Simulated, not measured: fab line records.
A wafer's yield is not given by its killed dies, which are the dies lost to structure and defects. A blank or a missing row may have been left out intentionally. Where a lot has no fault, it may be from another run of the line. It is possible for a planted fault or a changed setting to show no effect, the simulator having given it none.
Which tool did it? :: flow nand harc :: 6 lots, 18 wafers sampled, at 5 steps of a route of 1159

WHAT THE GAUGES SHOWED, per wafer
NHARC_END_SORT_01.
lot: L915
measured: day 22 02:26
on: prober-02
killed at array: 44 33 40

lot: L921
measured: day 24 18:03
on: prober-01
killed at array: 42 43 676

WHAT TOOL EACH LOT RAN ON (gives the tool, then ch and the chambers of the sampled wafers, and finally the start)
lot: L908
NHARC_A_CONTACT_ETCH_89: rie diel-11 ch 1,2,3, day 17 13:46 or earlier
NHARC_A_CONTACT_ETCH_31: rie diel-11 ch 0,1,3, day 17 13:46 or earlier
NHARC_A_CONTACT_ETCH_134: har cap etch-02 ch 0,1, day 17 13:46
NHARC_A_CONTACT_ALD_18: ald metal-04 ch 1,2, day 17 16:01

lot: L911
NHARC_A_CONTACT_ETCH_89: rie diel-05 ch 0,3, day 18 03:19 or earlier
NHARC_A_CONTACT_ETCH_31: rie diel-05 ch 0,2,3, day 18 03:19 or earlier
NHARC_A_CONTACT_ETCH_134: har cap etch-02 ch 0,1, day 18 03:19
NHARC_A_CONTACT_ALD_18: ald metal-01 ch 0,1, day 18 05:36

lot: L915
NHARC_A_CONTACT_ETCH_89: rie diel-05 ch 0,1, day 19 14:34 or earlier
NHARC_A_CONTACT_ETCH_31: rie diel-05 ch 2,3, day 19 14:34 or earlier
NHARC_A_CONTACT_ETCH_134: har cap etch-03 ch 0,1, day 19 14:34
NHARC_A_CONTACT_ALD_18: ald metal-02 ch 0,1,3, day 19 18:26

lot: L921
NHARC_A_CONTACT_ETCH_89: rie diel-07 ch 1,2,3, day 21 21:29 or earlier
NHARC_A_CONTACT_ETCH_31: rie diel-07 ch 1,2,3, day 21 21:29 or earlier
NHARC_A_CONTACT_ETCH_134: har cap etch-02 ch 0,1, day 21 21:29
NHARC_A_CONTACT_ALD_18: ald metal-02 ch 0,2,3, day 22 00:07

lot: L925
NHARC_A_CONTACT_ETCH_89: rie diel-07 ch 2,3, day 22 12:10 or earlier
NHARC_A_CONTACT_ETCH_31: rie diel-07 ch 1,2, day 22 12:10 or earlier
NHARC_A_CONTACT_ETCH_134: har cap etch-02 ch 0,1, day 22 12:10
NHARC_A_CONTACT_ALD_18: ald metal-01 ch 0,1,3, day 22 14:24

lot: L924
NHARC_A_CONTACT_ETCH_89: rie diel-11 ch 0,1, day 22 23:30 or earlier
NHARC_A_CONTACT_ETCH_31: rie diel-11 ch 1,3, day 22 23:30 or earlier
NHARC_A_CONTACT_ETCH_134: har cap etch-02 ch 0,1, day 22 23:30
NHARC_A_CONTACT_ALD_18: ald metal-04 ch 0,1,2, day 23 02:01
- NHARC_A_CONTACT_ETCH_89: etches the open film in N2/H2, target depth 260 nm, time 475.3 s.
- NHARC_A_CONTACT_ETCH_31: etches the open film in O2/COS, target depth 2000 nm, time 520 s.
- NHARC_A_CONTACT_ETCH_134: etches the open film in C4F8/O2/Ar, time 140 s, target depth 700 nm.
- NHARC_A_CONTACT_ALD_18: deposits TiN, target thk 3 nm, pulse time 1 s, ald cycles 150.

THE ANSWER, worked out from the rows above alone
Rule: the usual values come from the lots themselves. The widest of any qualifying gaps counts: lots, ordered by their means at a reading, are off when they make up no more than a third of the lots, leave a main group of 4 or more, and stand apart from it by 3 or more times the standard deviation of that group's means. Not used: any main group whose means are identical at the precision the tables above print for the reading. A lot without any number at a reading at which 4 lots or more have one is off too. Any other lot the step has rows for is counted as sound.
Nothing can be told from this: no lot is off at any reading shown.

WHAT THE SIMULATOR HAD PUT IN
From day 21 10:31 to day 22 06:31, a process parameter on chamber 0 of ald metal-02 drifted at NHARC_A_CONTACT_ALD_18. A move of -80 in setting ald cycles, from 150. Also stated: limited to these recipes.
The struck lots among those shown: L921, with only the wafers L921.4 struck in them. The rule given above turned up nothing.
